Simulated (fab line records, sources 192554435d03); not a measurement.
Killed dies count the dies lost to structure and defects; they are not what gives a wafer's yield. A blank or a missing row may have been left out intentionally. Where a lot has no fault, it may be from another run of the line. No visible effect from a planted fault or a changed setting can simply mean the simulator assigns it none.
Matching of chambers | flow n5_finfet | N5_HKMG_FIN_DESCUM_53 on rie_diel-02 has 4 sister chambers
The step chemistry O2, time 7.9 s. 7 wafers are shown with their chamber, then 9 later ones without.

## WAFERS WITH THEIR CHAMBER
wafer  | chamber | drypump_motor_current_A (A) | throttle_valve_pct (%)
L081.6 | 2       | 6.5                         | 20.49
L084.5 | 3       | 5.1                         | 20.86
L085.4 | 0       | 5.3                         | 19.98
L085.6 | 1       | 5.5                         | 20.64
L086.1 | 0       | 5.2                         | 19.96
L086.2 | 3       | 5.1                         | 20.88
L086.4 | 1       | 5.5                         | 20.64

## WAFERS WITHOUT THEIR CHAMBER
wafer  | drypump_motor_current_A (A) | throttle_valve_pct (%)
L088.2 | 5.3                         | 19.97
L088.3 | 5.1                         | 20.89
L088.5 | 6.5                         | 20.49
L095.1 | 5.3                         | 19.99
L095.3 | 5.1                         | 20.90
L095.4 | 6.5                         | 20.49
L096.2 | 5.5                         | 20.67
L096.3 | 5.3                         | 19.98
L096.6 | 5.1                         | 20.92

## EACH ONE'S CHAMBER
wafer  | from the rows above | in truth
L088.2 | 0                   | 0
L088.3 | 3                   | 3
L088.5 | 2                   | 2
L095.1 | 0                   | 0
L095.3 | 3                   | 3
L095.4 | 2                   | 2
L096.2 | 1                   | 1
L096.3 | 0                   | 0
L096.6 | 3                   | 3
Correctly placed: 9 of 9. Left unplaced by these rows: 0. Placed wrongly: 0.
How it was worked out, from the rows above alone: a wafer's distance from a chamber is the root of the sum, over the readings, of the square of ((its reading less the chamber's mean) divided by the reading's scatter). The wafer belongs to the nearest chamber; if the next one is less than 2 further off, it can't be placed. Each chamber's mean is taken over the wafers shown for it. The scatter is the square root of a quotient: the sum, over the shown wafers, of each reading's squared deviation from its chamber's mean, divided by wafers minus chambers.
